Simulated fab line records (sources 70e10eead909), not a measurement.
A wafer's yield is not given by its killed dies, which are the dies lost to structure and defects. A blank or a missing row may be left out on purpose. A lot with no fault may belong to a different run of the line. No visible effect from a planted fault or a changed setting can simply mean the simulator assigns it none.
fab line records	flow nand-harc
[record] lots = 12	wafers = 36	last-day = 25
route steps=1159 shown P_BONDPAD@368 A_ONON_D1@432
lots with no fault: from the same line, run without faults
start-h: hours from the record's opening day to when the first of the lot's shown wafers began	wait-h: how many hours have passed since the lot's step before this one	" repeats the value in the row above	L1.1+2: one row covering several wafers at once	- no value present, or no start provided	* or withheld: withheld	< > ~ a bound
route shown NAME@n: names a module that has steps shown in the file, with the first one's number in the route	usual: the fault-free wafers' mean and standard deviation	same: alike in all rows	chamber/n: place in a boat	sites: the reading at each site	_std_site: standard deviation of those values	_edge_site: outer sites' mean less inner sites'	radius-mm: for every site, how far away it sits from the centre of the wafer	mask NAME#n: copy n	behind: tool/chamber where the wafer was last shaped	hold: the reason the lot was held/the length of the hold in hours/how it ended	device: names the non-switching transistor (n, p or np)	end of line: tests run on the same wafers once the route is complete	step lacking rows: just its recipe	killed: dies that structure and defects cost at the first sort, which is not the same as the wafer's yield	map: per-die view of a wafer (x killed, . not killed, _ where there is no die)
set.NAME: the setting that was run; set.NAME@STEP: the one run at that earlier step	model.NAME: the simulator's own value behind a step, which no gauge read
route steps across a sampled set of lots; one table per step, one row per wafer
services: from which hour (start-h, from the record's first day; less than 0 if before it) a tool's chamber was out of use, for how many hours, and why
[[steps]]
[step NHARC_P_BONDPAD_ETCH_37]
[recipe] target-depth-a = 600	overetch-a = 180	time-s = 65.91	ion-energy-ev = 200	n2-flow-sccm = 150	h2-flow-sccm = 150	ar-flow-sccm = 0	rf-w = 400	bias-w = 150	chemistry = N2/H2
[usual] chamber-pressure-mTorr = 30.000/0.029	drypump-motor-current-A = 5.6/0.43	oes-product-au = 1.001/0.0081	rf-vpp-V = 430.2/2.4	showerhead-plenum-p-Torr = 2.03/0.086	throttle-valve-pct = 14.173/0.0094
lot.wafer	tool	chamber	start-h	wait-h	chamber-pressure-mTorr	drypump-motor-current-A	oes-product-au	rf-hours-counter-h	rf-vpp-V	showerhead-plenum-p-Torr	throttle-valve-pct
L575.4	rie-diel-08	3	153.08	0.1	29.991	5.5	1.007	10	426.2	1.91	14.175
L575.3	"	0	"	"	29.983	5.9	1.001	10	427.5	1.92	14.187
L575.5	"	3	"	"	30.000	5.5	0.999	-	426.7	1.91	14.158
L576.3	rie-diel-06	3	159.00	0.1	29.998	6.0	1.015	10	429.0	1.97	14.183
L576.2	"	0	"	"	29.952	5.8	1.008	10	430.6	1.99	14.163
L576.5	"	0	"	"	30.044	5.8	1.006	-	428.0	1.99	14.161
L579.2	rie-diel-08	1	170.70	0.1	30.022	6.4	1.015	16	429.4	1.99	14.179
L579.3	"	3	"	"	30.041	5.5	0.993	18	426.5	1.91	14.174
L579.6	"	1	"	"	29.986	6.4	0.999	-	428.8	1.99	14.172
L578.4	rie-diel-08	3	171.85	0.1	29.985	5.5	1.007	18	424.4	1.91	14.170
L578.1	"	1	"	"	29.977	6.4	1.008	16	429.1	1.99	14.181
L578.6	"	2	"	"	30.055	5.2	1.014	-	434.6	2.21	14.194
L584.4	rie-diel-01	3	211.48	0.1	30.022	5.2	1.001	17	432.8	2.15	14.172
L584.1	"	0	"	"	30.027	5.8	0.989	15	432.4	2.14	14.166
L584.5	"	0	"	"	29.985	5.8	0.989	-	433.0	2.14	14.172
L582.3	rie-diel-08	3	212.09	0.1	29.947	5.5	0.995	36	427.5	1.90	14.190
L582.1	"	1	"	"	30.004	6.4	0.999	31	431.1	1.98	14.170
L582.6	"	3	"	"	29.999	5.5	0.998	-	426.3	1.90	14.174
L585.4	rie-diel-01	3	218.51	0.1	29.996	5.2	1.001	20	434.6	2.14	14.157
L585.3	"	0	"	"	29.995	5.8	1.001	17	433.1	2.14	14.182
L585.5	"	0	"	"	30.019	5.7	1.005	-	434.2	2.14	14.162
L589.2	rie-diel-06	2	231.84	0.1	29.986	5.1	1.001	15	428.8	2.04	14.158
L589.3	"	0	"	"	29.991	5.8	1.010	17	430.1	1.99	14.166
L589.6	"	3	"	"	29.975	6.0	1.008	-	428.6	1.97	14.184
L590.2	rie-diel-01	3	247.24	0.1	30.034	5.2	1.008	28	431.9	2.14	14.156
L590.3	"	1	"	"	30.017	5.5	0.997	37	426.5	1.93	14.185
L590.4	"	2	"	"	29.972	4.8	0.993	39	430.9	2.08	14.164
L592.2	rie-diel-08	0	256.95	0.8	30.046	5.9	0.994	50	426.4	1.90	14.162
L592.5	"	0	"	"	29.995	5.9	0.988	-	428.0	1.90	14.184
L592.6	"	1	"	"	30.035	6.4	1.000	-	430.0	1.98	14.175
L593.4	rie-diel-08	0	264.40	0.1	30.013	5.9	1.005	52	428.4	1.90	14.168
L593.3	"	1	"	"	29.962	6.4	1.008	51	429.0	1.98	14.190
L593.5	"	2	"	"	30.003	5.2	1.005	-	434.4	2.20	14.173
L594.3	rie-diel-06	1	265.40	0.1	29.970	6.1	0.973	2	429.2	2.04	14.181
L594.4	"	2	"	"	29.968	5.0	1.002	2	431.3	2.04	14.175
L594.6	"	0	"	"	29.970	5.8	0.990	-	430.2	1.99	14.179
[step NHARC_P_BONDPAD_PVD_17]
[recipe] target-thk-a = 50	bias-v = 168.6	power-w = 15000	chamber-pressure-pa = 0.12	time-s = 8.06	substrate-temp-c = 50	material = TaN
[usual] throttle-valve-pct = 29.9/0.96
lot.wafer	tool	chamber	start-h	wait-h	throttle-valve-pct
L575.4	pvd-sputter-03	-	-	-	31.0
L575.3	"	-	"	"	29.6
L575.5	"	-	"	"	29.7
L576.2	pvd-sputter-02	-	-	-	30.8
L576.3	"	-	"	"	29.8
L576.5	"	-	"	"	31.0
L579.3	pvd-sputter-02	-	-	-	30.9
L579.2	"	-	"	"	30.9
L579.6	"	-	"	"	30.7
L578.4	pvd-sputter-01	-	-	-	30.1
L578.1	"	-	"	"	31.9
L578.6	"	-	"	"	28.7
L584.4	pvd-sputter-03	-	-	-	28.9
L584.1	"	-	"	"	30.6
L584.5	"	-	"	"	29.2
L582.1	pvd-sputter-02	-	-	-	31.1
L582.3	"	-	"	"	31.0
L582.6	"	-	"	"	30.8
L585.3	pvd-sputter-03	-	-	-	30.8
L585.4	"	-	"	"	29.8
L585.5	"	-	"	"	30.7
L589.2	pvd-sputter-03	-	-	-	29.0
L589.3	"	-	"	"	30.9
L589.6	"	-	"	"	30.5
L590.2	pvd-sputter-03	-	-	-	29.4
L590.3	"	-	"	"	30.4
L590.4	"	-	"	"	31.0
L592.2	pvd-sputter-03	-	-	-	28.8
L592.5	"	-	"	"	29.4
L592.6	"	-	"	"	29.1
L593.3	pvd-sputter-03	-	-	-	30.9
L593.4	"	-	"	"	29.9
L593.5	"	-	"	"	29.6
L594.3	pvd-sputter-02	-	-	-	30.7
L594.4	"	-	"	"	30.2
L594.6	"	-	"	"	30.3
[step NHARC_P_BONDPAD_CMP_19]
[recipe] t-overpolish-s = 30	cu-recess-touch-s = 16	target-thk-nm = 160.81
[usual] motor-current-A = 12.3/1.3	overpolish-run-s = 30.000/0.0097
[same] t-overpolish-s = 30
lot.wafer	tool	chamber	start-h	wait-h	motor-current-A	overpolish-run-s
L575.4	cmp-02	1	155.21	-	13.5	30.001
L575.3	"	2	"	"	12.5	29.999
L575.5	"	1	"	"	14.4	29.988
L576.3	cmp-02	3	160.98	-	11.4	29.983
L576.2	"	0	"	"	13.4	30.023
L576.5	"	3	"	"	11.3	30.012
L579.2	cmp-02	2	172.64	-	13.2	29.997
L579.3	"	3	"	"	11.2	29.983
L579.6	"	3	"	"	11.0	29.993
L578.4	cmp-01	1	173.78	-	11.4	29.998
L578.1	"	2	"	"	13.5	29.988
L578.6	"	1	"	"	12.0	29.996
L584.4	cmp-01	1	213.48	-	11.4	30.008
L584.1	"	3	"	"	10.4	30.003
L584.5	"	1	"	"	12.2	30.010
L582.1	cmp-02	3	214.03	-	11.4	30.015
L582.3	"	1	"	"	13.0	30.014
L582.6	"	3	"	"	10.9	29.980
L585.4	cmp-04	3	220.63	-	10.0	30.002
L585.3	"	1	"	"	14.1	30.011
L585.5	"	3	"	"	10.3	29.999
L589.3	cmp-04	3	233.79	-	10.5	29.987
L589.2	"	2	"	"	11.5	29.991
L589.6	"	0	"	"	12.0	29.998
L590.4	cmp-04	1	251.18	-	14.4	30.001
L590.2	"	2	"	"	11.7	29.996
L590.3	"	3	"	"	10.4	30.000
L592.2	cmp-02	2	258.90	-	12.4	29.991
L592.6	"	2	"	"	12.7	30.008
L592.5	"	3	"	"	11.2	30.018
L593.3	cmp-01	2	266.41	-	13.3	29.989
L593.4	"	0	"	"	14.6	30.023
L593.5	"	1	"	"	12.6	29.999
L594.3	cmp-04	1	267.37	-	13.5	30.013
L594.4	"	0	"	"	12.3	30.009
L594.6	"	1	"	"	13.5	30.005
[step NHARC_A_ONON_D1_DEP_12]
[recipe] target-thk-a = 10000	n2-flow-sccm = 2750	n2o-flow-sccm = 2000	nh3-flow-sccm = 500	sih4-flow-sccm = 210	temp-c = 400
lot.wafer	tool	chamber	start-h	wait-h
L575.3+4+5	pecvd-onon-02	0	182.22	0.2
L576.2+3+5	pecvd-onon-04	0	190.17	0.1
L579.2+3+6	pecvd-onon-02	0	201.65	0.1
L578.1+4+6	pecvd-onon-04	0	201.87	0.1
L584.1+4+5	pecvd-onon-03	0	239.25	0.1
L582.1+3+6	pecvd-onon-02	0	239.46	0.1
L585.3+4+5	pecvd-onon-03	0	245.90	0.2
L589.2+3+6	pecvd-onon-04	0	259.80	0.1
L590.2+3+4	pecvd-onon-03	0	277.70	0.1
L592.2+5+6	pecvd-onon-04	0	285.31	0.1
L593.3+4+5	pecvd-onon-04	0	294.48	0.2
L594.3+4+6	pecvd-onon-03	0	294.60	0.2
[step NHARC_A_ONON_D1_THK_MEAS_14]
[recipe] thk-meas-gauge = ellipsometry
[usual] thk-nm = 998/12
lot.wafer	tool	chamber	start-h	wait-h	hold	thk-nm
L575.3	film-metro-01	-	182.61	-	-	991
L575.4	"	-	"	"	-	990
L575.5	"	-	"	"	-	992
L576.2	film-metro-01	-	190.63	-	await-dispo/0.2h/release	1524
L576.3	"	-	"	"	await-dispo/0.2h/release	1526
L576.5	"	-	"	"	await-dispo/0.2h/release	1524
L576.2	film-metro-01	-	190.80	0.2	-	1524
L576.3	"	-	"	"	-	1524
L576.5	"	-	"	"	-	1524
L579.2	film-metro-02	-	202.10	-	-	1005
L579.3	"	-	"	"	-	1004
L579.6	"	-	"	"	-	1006
L578.1	film-metro-01	-	202.37	-	await-dispo/0.2h/release	1511
L578.4	"	-	"	"	await-dispo/0.2h/release	1512
L578.6	"	-	"	"	await-dispo/0.2h/release	1511
L578.1	film-metro-01	-	202.54	0.2	-	1511
L578.4	"	-	"	"	-	1513
L578.6	"	-	"	"	-	1512
L584.1	film-metro-02	-	239.78	-	-	1001
L584.4	"	-	"	"	-	1000
L584.5	"	-	"	"	-	999
L582.1	film-metro-01	-	239.97	-	-	1007
L582.3	"	-	"	"	-	1007
L582.6	"	-	"	"	-	1006
L585.3	film-metro-01	-	246.29	-	-	977
L585.4	"	-	"	"	-	980
L585.5	"	-	"	"	-	978
L589.2	film-metro-02	-	260.26	-	-	1008
L589.3	"	-	"	"	-	1009
L589.6	"	-	"	"	-	1009
L590.2	film-metro-02	-	278.15	-	-	1017
L590.3	"	-	"	"	-	1018
L590.4	"	-	"	"	-	1017
L592.2	film-metro-01	-	285.76	-	-	993
L592.5	"	-	"	"	-	994
L592.6	"	-	"	"	-	991
L593.3	film-metro-01	-	294.88	-	-	1013
L593.4	"	-	"	"	-	1014
L593.5	"	-	"	"	-	1012
L594.3	film-metro-02	-	294.99	-	-	998
L594.4	"	-	"	"	-	1001
L594.6	"	-	"	"	-	999
[[services]]
tool	chamber	start-h	hours	kind
cmp-04	-	132.20	2.1	repair
rie-diel-01	1	133.71	5.2	repair
rie-diel-01	-	138.25	9.0	pm
rie-diel-01	3	147.61	17.8	repair
cmp-04	-	147.88	1.0	repair
rie-diel-06	1	150.62	12.8	repair
pecvd-onon-03	-	153.00	13.0	pm
cmp-01	-	179.50	4.0	pm
rie-diel-01	0	183.09	9.5	repair
pvd-sputter-02	-	191.74	1.7	repair
rie-diel-01	0	193.23	15.4	repair
rie-diel-06	2	198.34	18.5	repair
cmp-04	-	203.16	4.0	pm
pvd-sputter-02	-	215.13	10.0	pm
pecvd-onon-03	-	223.76	8.2	repair
cmp-02	-	226.51	4.0	pm
pecvd-onon-04	-	237.20	13.0	pm
rie-diel-06	-	241.20	9.0	pm
cmp-04	-	269.16	0.8	repair
cmp-02	-	272.83	0.9	repair
cmp-01	-	273.29	1.3	repair
pvd-sputter-02	-	275.82	1.1	repair
pvd-sputter-03	-	280.04	10.0	pm
cmp-02	-	291.80	4.7	repair
[[key]]
[first-sign] step = NHARC_A_ONON_D1_THK_MEAS_14	reading = visit	direction = added
[effect] step = NHARC_A_ONON_D1_THK_MEAS_14	reading = thk-nm	direction = up	sigmas = 45	usual = 998	struck = 1518
met-at NHARC_A_ONON_D1_DEP_12
struck-lots L576,L578
scrapped-behind NHARC_A_ONON_D1_THK_MEAS_14 L576.2,L576.3,L576.5,L578.1,L578.4,L578.6
not-acting-at NHARC_P_BONDPAD_ETCH_37,NHARC_P_BONDPAD_PVD_17,NHARC_P_BONDPAD_CMP_19
[fault] kind = process-parameter-drift	tool = pecvd-onon-04	chamber = -	onset-h = 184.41	steps = NHARC_A_ONON_D1_DEP_12	channel = target-thk-a	offset = *	shape = step	end-h = 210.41	acts-in = *	stated = *
